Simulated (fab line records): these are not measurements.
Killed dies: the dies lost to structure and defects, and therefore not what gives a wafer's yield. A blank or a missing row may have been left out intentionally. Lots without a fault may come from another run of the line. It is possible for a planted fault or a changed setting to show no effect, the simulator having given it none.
Which of the tools did it? :: flow n5 finfet :: 15 lots, 45 wafers sampled, at 5 steps of a route of 1938

## WHAT THE GAUGES SHOWED, per wafer
N5_SDB_THK_MEAS_31.
lot: L372
measured: day 4 11:12
on: film metro-01
SDB_THK (nm): 63.8 64.2 64.1

lot: L373
measured: day 4 16:25
on: film metro-02
SDB_THK (nm): 62.3 64.1 63.7

lot: L375
measured: day 5 08:52
on: film metro-01
SDB_THK (nm): 64.5 67.3 65.0

lot: L376
measured: day 5 13:48
on: film metro-01
SDB_THK (nm): 64.0 64.5 64.8

lot: L377
measured: day 5 19:40
on: film metro-02
SDB_THK (nm): 66.0 64.5 66.9

lot: L378
measured: day 6 05:56
on: film metro-02
SDB_THK (nm): 63.3 63.0 63.1

lot: L379
measured: day 6 07:37
on: film metro-02
SDB_THK (nm): 64.1 65.2 65.5

lot: L380
measured: day 6 14:50
on: film metro-02
SDB_THK (nm): 64.3 63.0 61.6

lot: L383
measured: day 7 07:05
on: film metro-01
SDB_THK (nm): 63.8 64.8 64.4

lot: L386
measured: day 8 00:20
on: film metro-02
SDB_THK (nm): 64.4 64.4 65.6

lot: L387
measured: day 8 04:25
on: film metro-02
SDB_THK (nm): 64.8 64.0 63.3

lot: L388
measured: day 8 12:56
on: film metro-02
SDB_THK (nm): 63.5 64.0 65.2

lot: L391
measured: day 9 05:01
on: film metro-01
SDB_THK (nm): 64.2 65.3 64.7

lot: L392
measured: day 9 17:57
on: film metro-02
SDB_THK (nm): 64.2 63.9 63.8

lot: L393
measured: day 9 18:16
on: film metro-01
SDB_THK (nm): 64.9 64.5 63.2

N5_HKMG_FIN_INSPECT_14: inspects for defects (macro).
lot: L372
measured: day 4 17:10
on: defect inspect-01
raw defect count: 1 0 1

lot: L373
measured: day 4 22:04
on: defect inspect-02
raw defect count: 0 2 1

lot: L375
measured: day 5 14:37
on: defect inspect-01
raw defect count: 1 1 3

lot: L376
measured: day 5 19:10
on: defect inspect-02
raw defect count: 1 2 0

lot: L377
measured: day 6 01:17
on: defect inspect-02
raw defect count: 2 3 0

lot: L378
measured: day 6 11:49
on: defect inspect-02
raw defect count: 4 3 0

lot: L379
measured: day 6 13:29
on: defect inspect-02
raw defect count: 0 3 3

lot: L380
measured: day 6 20:20
on: defect inspect-02
raw defect count: 1 4 2

lot: L383
measured: day 7 12:16
on: defect inspect-02
raw defect count: 2 1 1

lot: L386
measured: day 8 05:40
on: defect inspect-01
raw defect count: 2 1 1

lot: L387
measured: day 8 09:38
on: defect inspect-01
raw defect count: 1 4 4

lot: L388
measured: day 8 17:58
on: defect inspect-02
raw defect count: 3 0 2

lot: L391
measured: day 9 10:42
on: defect inspect-02
raw defect count: 2 2 2

lot: L392
measured: day 9 23:02
on: defect inspect-01
raw defect count: 1 4 0

lot: L393
measured: day 9 23:44
on: defect inspect-01
raw defect count: 1 2 3

N5_BEOL_M4_RC_MEAS_101.
lot: L372
measured: day 10 07:59
on: prober-02
DIBL_N (mV/V): 36.1 36.0 37.7
DIBL_P (mV/V): 36.4 36.0 37.8
EOT_P: 10.57 10.41 10.64
IGATE_P (nA/um): 0.0029 0.0035 0.0030
IOFF_N (nA/um): 0.148 0.150 0.173
IOFF_N_85C (nA/um): 2.9 2.9 3.3
IOFF_N_LIN (nA/um): 0.071 0.072 0.080
IOFF_N_LONG (nA/um): 5.17e-05 5.35e-05 5.15e-05
IOFF_P (nA/um): 0.197 0.196 0.228
IOFF_P_85C (nA/um): 3.4 3.4 3.8
IOFF_P_LIN (nA/um): 0.094 0.094 0.104
IOFF_P_LONG (nA/um): 9.4e-05 9.5e-05 9.3e-05
ION_N (uA/um): 663 671 666
ION_P (uA/um): 452 462 457
SS_N (mV/dec): 71.0 71.1 72.4
SS_P (mV/dec): 73.3 73.4 74.0
VT_N (mV): 252 253 247
VT_N_LONG (mV): 277.7 275.3 278.6
VT_N_LVT (mV): 99 99 97
VT_P (mV): -252 -255 -250
VT_P_LONG (mV): -277.9 -279.5 -279.4
VT_P_LVT (mV): -100.0 -99.3 -98.6

lot: L373
measured: day 10 23:08
on: prober-02
DIBL_N (mV/V): 36.3 35.5 35.1
DIBL_P (mV/V): 39.2 38.0 37.0
EOT_P: 10.44 10.52 10.40
IGATE_P (nA/um): 0.0039 0.0033 0.0038
IOFF_N (nA/um): 0.181 0.148 0.158
IOFF_N_85C (nA/um): 3.5 2.9 3.1
IOFF_N_LIN (nA/um): 0.083 0.070 0.073
IOFF_N_LONG (nA/um): 5.38e-05 5.44e-05 5.62e-05
IOFF_P (nA/um): 0.208 0.189 0.186
IOFF_P_85C (nA/um): 3.6 3.4 3.3
IOFF_P_LIN (nA/um): 0.095 0.090 0.090
IOFF_P_LONG (nA/um): 9e-05 9.4e-05 9.3e-05
ION_N (uA/um): 679 659 675
ION_P (uA/um): 459 453 458
SS_N (mV/dec): 71.7 72.0 71.8
SS_P (mV/dec): 73.6 73.9 72.7
VT_N (mV): 248 249 252
VT_N_LONG (mV): 275.2 275.6 274.4
VT_N_LVT (mV): 94 99 96
VT_P (mV): -252 -253 -253
VT_P_LONG (mV): -279.6 -277.1 -279.2
VT_P_LVT (mV): -97.9 -99.3 -99.7

lot: L375
measured: day 11 08:04
on: prober-02
DIBL_N (mV/V): 33.9 31.8 34.2
DIBL_P (mV/V): 32.9 31.0 33.7
EOT_P: 10.46 10.47 10.37
IGATE_P (nA/um): 0.0043 0.0037 0.0037
IOFF_N (nA/um): 0.125 0.097 0.125
IOFF_N_85C (nA/um): 2.6 2.0 2.6
IOFF_N_LIN (nA/um): 0.059 0.049 0.060
IOFF_N_LONG (nA/um): 5.69e-05 5.58e-05 5.67e-05
IOFF_P (nA/um): 0.150 0.135 0.157
IOFF_P_85C (nA/um): 2.8 2.6 2.9
IOFF_P_LIN (nA/um): 0.078 0.074 0.081
IOFF_P_LONG (nA/um): 9.4e-05 0.000103 9.7e-05
ION_N (uA/um): 669 644 662
ION_P (uA/um): 448 443 453
SS_N (mV/dec): 71.4 69.8 71.0
SS_P (mV/dec): 72.4 72.2 72.5
VT_N (mV): 255 256 253
VT_N_LONG (mV): 274.1 276.4 276.4
VT_N_LVT (mV): 101 105 101
VT_P (mV): -255 -257 -254
VT_P_LONG (mV): -273.9 -276.8 -275.9
VT_P_LVT (mV): -103.2 -104.1 -102.6

lot: L376
measured: day 11 20:26
on: prober-02
DIBL_N (mV/V): 34.8 35.6 34.6
DIBL_P (mV/V): 34.4 35.2 33.4
EOT_P: 10.46 10.68 10.65
IGATE_P (nA/um): 0.0033 0.0026 0.0030
IOFF_N (nA/um): 0.118 0.126 0.110
IOFF_N_85C (nA/um): 2.5 2.6 2.3
IOFF_N_LIN (nA/um): 0.058 0.061 0.053
IOFF_N_LONG (nA/um): 5.29e-05 5.29e-05 5.27e-05
IOFF_P (nA/um): 0.165 0.167 0.152
IOFF_P_85C (nA/um): 3.0 3.0 2.7
IOFF_P_LIN (nA/um): 0.081 0.082 0.076
IOFF_P_LONG (nA/um): 9.7e-05 9.4e-05 9e-05
ION_N (uA/um): 659 649 638
ION_P (uA/um): 450 448 445
SS_N (mV/dec): 70.4 71.1 70.9
SS_P (mV/dec): 72.9 72.2 72.4
VT_N (mV): 254 254 257
VT_N_LONG (mV): 273.7 277.9 276.4
VT_N_LVT (mV): 104 102 106
VT_P (mV): -255 -256 -259
VT_P_LONG (mV): -275.5 -280.6 -279.3
VT_P_LVT (mV): -104.0 -104.8 -105.7

lot: L377
measured: day 12 05:59
on: prober-02
DIBL_N (mV/V): 34.0 32.6 36.1
DIBL_P (mV/V): 35.8 33.2 38.3
EOT_P: 10.47 10.35 10.44
IGATE_P (nA/um): 0.0039 0.0046 0.0039
IOFF_N (nA/um): 0.141 0.123 0.184
IOFF_N_85C (nA/um): 2.8 2.6 3.5
IOFF_N_LIN (nA/um): 0.069 0.060 0.085
IOFF_N_LONG (nA/um): 5.78e-05 5.84e-05 5.69e-05
IOFF_P (nA/um): 0.208 0.172 0.250
IOFF_P_85C (nA/um): 3.6 3.1 4.3
IOFF_P_LIN (nA/um): 0.102 0.091 0.119
IOFF_P_LONG (nA/um): 0.000113 0.00011 0.000115
ION_N (uA/um): 676 667 680
ION_P (uA/um): 468 458 468
SS_N (mV/dec): 70.9 70.8 71.3
SS_P (mV/dec): 72.7 71.9 73.2
VT_N (mV): 250 251 247
VT_N_LONG (mV): 271.4 270.5 272.1
VT_N_LVT (mV): 99 101 95
VT_P (mV): -249 -251 -243
VT_P_LONG (mV): -273.1 -274.7 -273.5
VT_P_LVT (mV): -96.7 -99.4 -94.4

lot: L378
measured: day 12 09:15
on: prober-01
DIBL_N (mV/V): 36.8 36.0 36.3
DIBL_P (mV/V): 35.8 34.6 36.0
EOT_P: 10.55 10.48 10.42
IGATE_P (nA/um): 0.0039 0.0039 0.0040
IOFF_N (nA/um): 0.160 0.148 0.154
IOFF_N_85C (nA/um): 3.1 2.9 3.0
IOFF_N_LIN (nA/um): 0.074 0.067 0.072
IOFF_N_LONG (nA/um): 5.63e-05 5.7e-05 5.68e-05
IOFF_P (nA/um): 0.220 0.216 0.232
IOFF_P_85C (nA/um): 3.8 3.7 4.0
IOFF_P_LIN (nA/um): 0.108 0.106 0.112
IOFF_P_LONG (nA/um): 0.000113 0.000127 0.000116
ION_N (uA/um): 670 672 666
ION_P (uA/um): 466 463 463
SS_N (mV/dec): 71.6 71.1 71.7
SS_P (mV/dec): 73.3 73.3 73.3
VT_N (mV): 251 250 250
VT_N_LONG (mV): 274.7 274.1 271.5
VT_N_LVT (mV): 100 102 101
VT_P (mV): -246 -245 -246
VT_P_LONG (mV): -273.1 -273.9 -271.6
VT_P_LVT (mV): -99.8 -99.8 -98.7

lot: L379
measured: day 12 13:01
on: prober-01
DIBL_N (mV/V): 34.5 33.9 35.6
DIBL_P (mV/V): 36.0 34.6 36.7
EOT_P: 10.48 10.53 10.39
IGATE_P (nA/um): 0.0034 0.0031 0.0038
IOFF_N (nA/um): 0.148 0.136 0.175
IOFF_N_85C (nA/um): 3.0 2.7 3.4
IOFF_N_LIN (nA/um): 0.072 0.065 0.081
IOFF_N_LONG (nA/um): 5.87e-05 5.74e-05 5.77e-05
IOFF_P (nA/um): 0.217 0.202 0.238
IOFF_P_85C (nA/um): 3.6 3.5 4.0
IOFF_P_LIN (nA/um): 0.102 0.097 0.110
IOFF_P_LONG (nA/um): 0.000111 0.000109 0.000104
ION_N (uA/um): 665 660 671
ION_P (uA/um): 464 463 462
SS_N (mV/dec): 71.5 70.9 71.9
SS_P (mV/dec): 73.9 72.9 73.8
VT_N (mV): 250 251 247
VT_N_LONG (mV): 271.1 272.4 271.8
VT_N_LVT (mV): 98 98 96
VT_P (mV): -247 -250 -246
VT_P_LONG (mV): -273.1 -275.0 -273.0
VT_P_LVT (mV): -97.5 -96.7 -95.9

lot: L380
measured: day 12 12:49
on: prober-02
DIBL_N (mV/V): 33.9 35.7 36.5
DIBL_P (mV/V): 32.9 34.6 34.1
EOT_P: 10.62 10.61 10.49
IGATE_P (nA/um): 0.0027 0.0031 0.0034
IOFF_N (nA/um): 0.124 0.149 0.156
IOFF_N_85C (nA/um): 2.5 3.0 3.1
IOFF_N_LIN (nA/um): 0.062 0.072 0.071
IOFF_N_LONG (nA/um): 5.56e-05 5.59e-05 5.79e-05
IOFF_P (nA/um): 0.169 0.199 0.182
IOFF_P_85C (nA/um): 3.1 3.5 3.2
IOFF_P_LIN (nA/um): 0.086 0.097 0.090
IOFF_P_LONG (nA/um): 0.0001 0.000103 0.000104
ION_N (uA/um): 660 673 665
ION_P (uA/um): 451 465 450
SS_N (mV/dec): 71.0 70.5 70.8
SS_P (mV/dec): 72.6 72.7 72.6
VT_N (mV): 254 252 251
VT_N_LONG (mV): 272.3 274.2 273.7
VT_N_LVT (mV): 101 98 99
VT_P (mV): -252 -251 -254
VT_P_LONG (mV): -276.8 -274.9 -277.3
VT_P_LVT (mV): -102.6 -100.4 -101.5

lot: L383
measured: day 12 22:57
on: prober-01
DIBL_N (mV/V): 35.4 36.5 36.5
DIBL_P (mV/V): 34.1 35.8 34.9
EOT_P: 10.65 10.50 10.53
IGATE_P (nA/um): 0.0025 0.0036 0.0033
IOFF_N (nA/um): 0.146 0.153 0.155
IOFF_N_85C (nA/um): 2.8 2.9 2.9
IOFF_N_LIN (nA/um): 0.067 0.070 0.069
IOFF_N_LONG (nA/um): 5.78e-05 5.62e-05 5.76e-05
IOFF_P (nA/um): 0.177 0.193 0.184
IOFF_P_85C (nA/um): 3.1 3.4 3.3
IOFF_P_LIN (nA/um): 0.088 0.091 0.089
IOFF_P_LONG (nA/um): 0.000102 0.0001 0.000101
ION_N (uA/um): 670 656 661
ION_P (uA/um): 454 447 453
SS_N (mV/dec): 71.3 72.2 71.7
SS_P (mV/dec): 72.7 72.5 73.5
VT_N (mV): 251 251 251
VT_N_LONG (mV): 274.0 276.5 274.4
VT_N_LVT (mV): 98 98 100
VT_P (mV): -253 -252 -252
VT_P_LONG (mV): -276.5 -276.8 -276.5
VT_P_LVT (mV): -100.8 -100.0 -100.5

lot: L386
measured: day 14 01:35
on: prober-01
DIBL_N (mV/V): 34.5 34.4 36.1
DIBL_P (mV/V): 35.1 33.9 36.3
EOT_P: 11.06 10.73 10.91
IGATE_P (nA/um): 0.0005 0.0008 0.0007
IOFF_N (nA/um): 0.000 0.000 0.000
IOFF_N_85C (nA/um): 0.0 0.0 0.0
IOFF_N_LIN (nA/um): 0.000 0.000 0.000
IOFF_N_LONG (nA/um): 3.82e-05 3.85e-05 3.9e-05
IOFF_P (nA/um): 4.239 3.945 4.709
IOFF_P_85C (nA/um): 44.7 42.0 49.1
IOFF_P_LIN (nA/um): 2.056 1.931 2.157
IOFF_P_LONG (nA/um): 0.001168 0.001179 0.001163
ION_N (uA/um): 140 141 145
ION_P (uA/um): 569 564 568
SS_N (mV/dec): 71.1 70.8 71.9
SS_P (mV/dec): 73.9 73.0 73.0
VT_N (mV): 512 514 512
VT_N_LONG (mV): 517.6 523.5 522.0
VT_N_LVT (mV): 360 361 357
VT_P (mV): -163 -167 -164
VT_P_LONG (mV): -198.7 -200.3 -200.2
VT_P_LVT (mV): -13.6 -14.8 -12.4

lot: L387
measured: day 14 15:55
on: prober-01
DIBL_N (mV/V): 38.3 34.6 37.8
DIBL_P (mV/V): 36.4 33.8 37.3
EOT_P: 11.09 10.86 10.89
IGATE_P (nA/um): 0.0005 0.0007 0.0007
IOFF_N (nA/um): 0.000 0.000 0.000
IOFF_N_85C (nA/um): 0.0 0.0 0.0
IOFF_N_LIN (nA/um): 0.000 0.000 0.000
IOFF_N_LONG (nA/um): 4.02e-05 3.93e-05 3.93e-05
IOFF_P (nA/um): 4.393 3.620 4.624
IOFF_P_85C (nA/um): 47.2 39.7 49.3
IOFF_P_LIN (nA/um): 2.150 1.846 2.225
IOFF_P_LONG (nA/um): 0.001102 0.001106 0.001112
ION_N (uA/um): 156 156 157
ION_P (uA/um): 562 573 576
SS_N (mV/dec): 72.7 70.5 71.2
SS_P (mV/dec): 73.6 71.9 72.8
VT_N (mV): 497 501 502
VT_N_LONG (mV): 512.2 515.1 517.6
VT_N_LVT (mV): 349 350 348
VT_P (mV): -165 -166 -164
VT_P_LONG (mV): -201.0 -201.8 -201.9
VT_P_LVT (mV): -11.4 -13.4 -10.3

lot: L388
measured: day 14 15:12
on: prober-02
DIBL_N (mV/V): 36.4 35.6 38.0
DIBL_P (mV/V): 35.8 35.5 38.2
EOT_P: 10.83 10.72 10.78
IGATE_P (nA/um): 0.0006 0.0008 0.0008
IOFF_N (nA/um): 0.000 0.000 0.000
IOFF_N_85C (nA/um): 0.0 0.0 0.0
IOFF_N_LIN (nA/um): 0.000 0.000 0.000
IOFF_N_LONG (nA/um): 3.97e-05 3.93e-05 3.98e-05
IOFF_P (nA/um): 3.837 3.741 4.587
IOFF_P_85C (nA/um): 41.8 41.2 48.5
IOFF_P_LIN (nA/um): 1.819 1.812 2.073
IOFF_P_LONG (nA/um): 0.001024 0.001051 0.001028
ION_N (uA/um): 144 148 151
ION_P (uA/um): 547 564 571
SS_N (mV/dec): 72.4 71.5 72.3
SS_P (mV/dec): 73.6 73.6 74.5
VT_N (mV): 512 505 504
VT_N_LONG (mV): 521.7 516.4 520.9
VT_N_LVT (mV): 358 357 351
VT_P (mV): -166 -167 -165
VT_P_LONG (mV): -205.2 -204.2 -204.6
VT_P_LVT (mV): -14.9 -14.9 -12.8

lot: L391
measured: day 15 08:19
on: prober-01
DIBL_N (mV/V): 34.3 36.6 34.5
DIBL_P (mV/V): 34.8 37.6 35.9
EOT_P: 10.38 10.48 10.39
IGATE_P (nA/um): 0.0037 0.0033 0.0041
IOFF_N (nA/um): 0.117 0.153 0.129
IOFF_N_85C (nA/um): 2.4 3.0 2.6
IOFF_N_LIN (nA/um): 0.060 0.073 0.064
IOFF_N_LONG (nA/um): 5.44e-05 5.36e-05 5.31e-05
IOFF_P (nA/um): 0.170 0.217 0.184
IOFF_P_85C (nA/um): 3.0 3.7 3.2
IOFF_P_LIN (nA/um): 0.082 0.097 0.087
IOFF_P_LONG (nA/um): 0.000102 0.000103 9.7e-05
ION_N (uA/um): 668 666 674
ION_P (uA/um): 463 458 463
SS_N (mV/dec): 70.9 71.9 71.3
SS_P (mV/dec): 73.4 73.2 73.1
VT_N (mV): 255 253 252
VT_N_LONG (mV): 273.7 277.0 273.8
VT_N_LVT (mV): 101 101 100
VT_P (mV): -253 -251 -253
VT_P_LONG (mV): -276.7 -277.8 -278.7
VT_P_LVT (mV): -102.3 -99.5 -102.5

lot: L392
measured: day 15 11:44
on: prober-02
DIBL_N (mV/V): 37.6 36.5 36.8
DIBL_P (mV/V): 35.2 35.3 36.0
EOT_P: 10.60 10.57 10.56
IGATE_P (nA/um): 0.0032 0.0034 0.0039
IOFF_N (nA/um): 0.177 0.159 0.167
IOFF_N_85C (nA/um): 3.4 3.1 3.3
IOFF_N_LIN (nA/um): 0.080 0.074 0.077
IOFF_N_LONG (nA/um): 5.77e-05 5.67e-05 5.64e-05
IOFF_P (nA/um): 0.217 0.212 0.225
IOFF_P_85C (nA/um): 3.7 3.7 3.9
IOFF_P_LIN (nA/um): 0.103 0.102 0.106
IOFF_P_LONG (nA/um): 0.000104 0.000103 0.0001
ION_N (uA/um): 680 669 679
ION_P (uA/um): 463 461 464
SS_N (mV/dec): 71.3 70.4 71.2
SS_P (mV/dec): 73.9 72.7 73.7
VT_N (mV): 248 250 250
VT_N_LONG (mV): 275.5 272.7 274.2
VT_N_LVT (mV): 96 98 99
VT_P (mV): -248 -250 -252
VT_P_LONG (mV): -274.0 -275.3 -275.3
VT_P_LVT (mV): -99.7 -100.5 -100.3

lot: L393
measured: day 15 13:35
on: prober-02
DIBL_N (mV/V): 36.4 32.1 38.1
DIBL_P (mV/V): 37.8 30.6 38.0
EOT_P: 10.37 10.44 10.37
IGATE_P (nA/um): 0.0042 0.0039 0.0038
IOFF_N (nA/um): 0.167 0.103 0.195
IOFF_N_85C (nA/um): 3.3 2.2 3.7
IOFF_N_LIN (nA/um): 0.078 0.050 0.083
IOFF_N_LONG (nA/um): 5.44e-05 5.59e-05 5.67e-05
IOFF_P (nA/um): 0.192 0.114 0.186
IOFF_P_85C (nA/um): 3.4 2.2 3.4
IOFF_P_LIN (nA/um): 0.089 0.061 0.086
IOFF_P_LONG (nA/um): 8.7e-05 8.8e-05 8.6e-05
ION_N (uA/um): 676 649 674
ION_P (uA/um): 457 443 452
SS_N (mV/dec): 71.4 70.6 72.7
SS_P (mV/dec): 73.8 71.6 73.5
VT_N (mV): 247 255 247
VT_N_LONG (mV): 275.7 272.7 270.7
VT_N_LVT (mV): 93 101 94
VT_P (mV): -252 -260 -255
VT_P_LONG (mV): -281.2 -279.7 -278.9
VT_P_LVT (mV): -99.0 -105.5 -100.1

## WHICH TOOL RAN EACH LOT (tool, then ch and the chambers of the sampled wafers, then the start)
lot: L372
N5_HKMG_FIN_CVD_62: thermal cvd si-02 ch 0,2, day 4 14:55
N5_HKMG_FIN_WET_ETCH_65: wet bench-04 ch 1,2,4, day 4 15:49

lot: L373
N5_HKMG_FIN_CVD_62: thermal cvd si-01 ch 0,1, day 4 20:01
N5_HKMG_FIN_WET_ETCH_65: wet bench-02 ch 2,3,6, day 4 20:31

lot: L375
N5_HKMG_FIN_CVD_62: thermal cvd si-01 ch 1, day 5 12:18
N5_HKMG_FIN_WET_ETCH_65: wet bench-01 ch 1,3,6, day 5 13:25

lot: L376
N5_HKMG_FIN_CVD_62: thermal cvd si-02 ch 1,2, day 5 17:13
N5_HKMG_FIN_WET_ETCH_65: wet bench-01 ch 0,2,6, day 5 17:46

lot: L377
N5_HKMG_FIN_CVD_62: thermal cvd si-01 ch 1,2, day 5 23:33
N5_HKMG_FIN_WET_ETCH_65: wet bench-04 ch 0,1,2, day 5 23:58

lot: L378
N5_HKMG_FIN_CVD_62: thermal cvd si-02 ch 0,1, day 6 10:11
N5_HKMG_FIN_WET_ETCH_65: wet bench-02 ch 1,3,5, day 6 10:29

lot: L379
N5_HKMG_FIN_CVD_62: thermal cvd si-01 ch 0,1,2, day 6 11:34
N5_HKMG_FIN_WET_ETCH_65: wet bench-04 ch 1,2,5, day 6 11:54

lot: L380
N5_HKMG_FIN_CVD_62: thermal cvd si-02 ch 0,2, day 6 18:34
N5_HKMG_FIN_WET_ETCH_65: wet bench-04 ch 1,4,7, day 6 18:59

lot: L383
N5_HKMG_FIN_CVD_62: thermal cvd si-01 ch 1,2, day 7 10:40
N5_HKMG_FIN_WET_ETCH_65: wet bench-01 ch 0,1,6, day 7 11:04

lot: L386
N5_HKMG_FIN_CVD_62: thermal cvd si-02 ch 0,1,2, day 8 03:47
N5_HKMG_FIN_WET_ETCH_65: wet bench-02 ch 2,4,7, day 8 04:09

lot: L387
N5_HKMG_FIN_CVD_62: thermal cvd si-01 ch 0,1, day 8 07:55
N5_HKMG_FIN_WET_ETCH_65: wet bench-01 ch 0,1,3, day 8 08:19

lot: L388
N5_HKMG_FIN_CVD_62: thermal cvd si-02 ch 0,1,2, day 8 16:26
N5_HKMG_FIN_WET_ETCH_65: wet bench-01 ch 4,6,7, day 8 16:46

lot: L391
N5_HKMG_FIN_CVD_62: thermal cvd si-01 ch 0,1, day 9 08:55
N5_HKMG_FIN_WET_ETCH_65: wet bench-02 ch 1,2,3, day 9 09:23

lot: L392
N5_HKMG_FIN_CVD_62: thermal cvd si-02 ch 1,2, day 9 21:23
N5_HKMG_FIN_WET_ETCH_65: wet bench-01 ch 3,4,5, day 9 21:42

lot: L393
N5_HKMG_FIN_CVD_62: thermal cvd si-01 ch 0,1, day 9 22:10
N5_HKMG_FIN_WET_ETCH_65: wet bench-04 ch 0,4,7, day 9 22:33
- N5_HKMG_FIN_CVD_62: deposits a-Si from Si2H6, target thk 3 nm, time 20.8 s.
- N5_HKMG_FIN_WET_ETCH_65: etches a-Si in TMAH, stops on TiN, time 49 s, target depth 3 nm.

## WHAT THE TOOLS THEMSELVES READ (means of the sampled wafers that have a number; where no wafer has one, the mark that the record gives instead)
N5_HKMG_FIN_CVD_62.
lot: L372
tool: thermal cvd si-02
heater power w (W): 1506
susceptor temp C (C): 499.84

lot: L373
tool: thermal cvd si-01
heater power w (W): 1278
susceptor temp C (C): 500.34

lot: L375
tool: thermal cvd si-01
heater power w (W): 1281
susceptor temp C (C): 499.57

lot: L376
tool: thermal cvd si-02
heater power w (W): 1465
susceptor temp C (C): 500.08

lot: L377
tool: thermal cvd si-01
heater power w (W): 1251
susceptor temp C (C): 500.28

lot: L378
tool: thermal cvd si-02
heater power w (W): 1474
susceptor temp C (C): 500.17

lot: L379
tool: thermal cvd si-01
heater power w (W): 1241
susceptor temp C (C): 500.14

lot: L380
tool: thermal cvd si-02
heater power w (W): 1505
susceptor temp C (C): 500.18

lot: L383
tool: thermal cvd si-01
heater power w (W): 1243
susceptor temp C (C): 499.98

lot: L386
tool: thermal cvd si-02
heater power w (W): 1484
susceptor temp C (C): 500.12

lot: L387
tool: thermal cvd si-01
heater power w (W): 1246
susceptor temp C (C): 500.01

lot: L388
tool: thermal cvd si-02
heater power w (W): 1509
susceptor temp C (C): 499.86

lot: L391
tool: thermal cvd si-01
heater power w (W): 1250
susceptor temp C (C): 500.18

lot: L392
tool: thermal cvd si-02
heater power w (W): 1455
susceptor temp C (C): 500.09

lot: L393
tool: thermal cvd si-01
heater power w (W): 1247
susceptor temp C (C): 500.15

N5_HKMG_FIN_WET_ETCH_65.
lot: L372
tool: wet bench-04
bath guard temp C (C): 70.3
bath heat duty pct (%): 13.4

lot: L373
tool: wet bench-02
bath guard temp C (C): 70.1
bath heat duty pct (%): 12.5

lot: L375
tool: wet bench-01
bath guard temp C (C): 69.5
bath heat duty pct (%): 15.2

lot: L376
tool: wet bench-01
bath guard temp C (C): 69.7
bath heat duty pct (%): 14.6

lot: L377
tool: wet bench-04
bath guard temp C (C): 70.9
bath heat duty pct (%): 14.3

lot: L378
tool: wet bench-02
bath guard temp C (C): 69.8
bath heat duty pct (%): 13.9

lot: L379
tool: wet bench-04
bath guard temp C (C): 70.2
bath heat duty pct (%): 14.1

lot: L380
tool: wet bench-04
bath guard temp C (C): 69.7
bath heat duty pct (%): 11.6

lot: L383
tool: wet bench-01
bath guard temp C (C): 69.9
bath heat duty pct (%): 14.3

lot: L386
tool: wet bench-02
bath guard temp C (C): -
bath heat duty pct (%): -

lot: L387
tool: wet bench-01
bath guard temp C (C): -
bath heat duty pct (%): -

lot: L388
tool: wet bench-01
bath guard temp C (C): -
bath heat duty pct (%): -

lot: L391
tool: wet bench-02
bath guard temp C (C): 69.5
bath heat duty pct (%): 13.9

lot: L392
tool: wet bench-01
bath guard temp C (C): 70.0
bath heat duty pct (%): 13.9

lot: L393
tool: wet bench-04
bath guard temp C (C): 70.0
bath heat duty pct (%): 12.0

## THE ANSWER, worked out from the rows above alone
Rule: the usual values come from the lots themselves. The widest of any qualifying gaps counts: lots, ordered by their means at a reading, are off when they make up no more than a third of the lots, leave a main group of 4 or more, and stand apart from it by 3 or more times the standard deviation of that group's means. If all means in a main group match to the digits the tables above print for the reading, that group is not used. A lot without any number at a reading at which 4 lots or more have one is off too. Where the step has rows for the other lots, those lots are counted as sound. Order of review: gauges by route order, followed by the tools' own readings, for which a lot's mean as printed above is used. At the first step where some lot is off, the reading lying furthest off is the one used; lots without a number count as furthest.
Off: L386, L387, L388, seen at N5_BEOL_M4_RC_MEAS_101 (IOFF_P_LIN). The main group: mean 0.093 nA/um, standard deviation 0.01.
A tool fits if, at a process step before that reading, it ran every lot that is off, and no sound lot after the first of them. The gauges at N5_BEOL_M4_RC_MEAS_101 aren't tried: what is off there is off at N5_HKMG_FIN_WET_ETCH_65 too, on other tools, and a gauge's error can't cause that. Of those tried, none fits.

## WHAT THE SIMULATOR HAD INSERTED
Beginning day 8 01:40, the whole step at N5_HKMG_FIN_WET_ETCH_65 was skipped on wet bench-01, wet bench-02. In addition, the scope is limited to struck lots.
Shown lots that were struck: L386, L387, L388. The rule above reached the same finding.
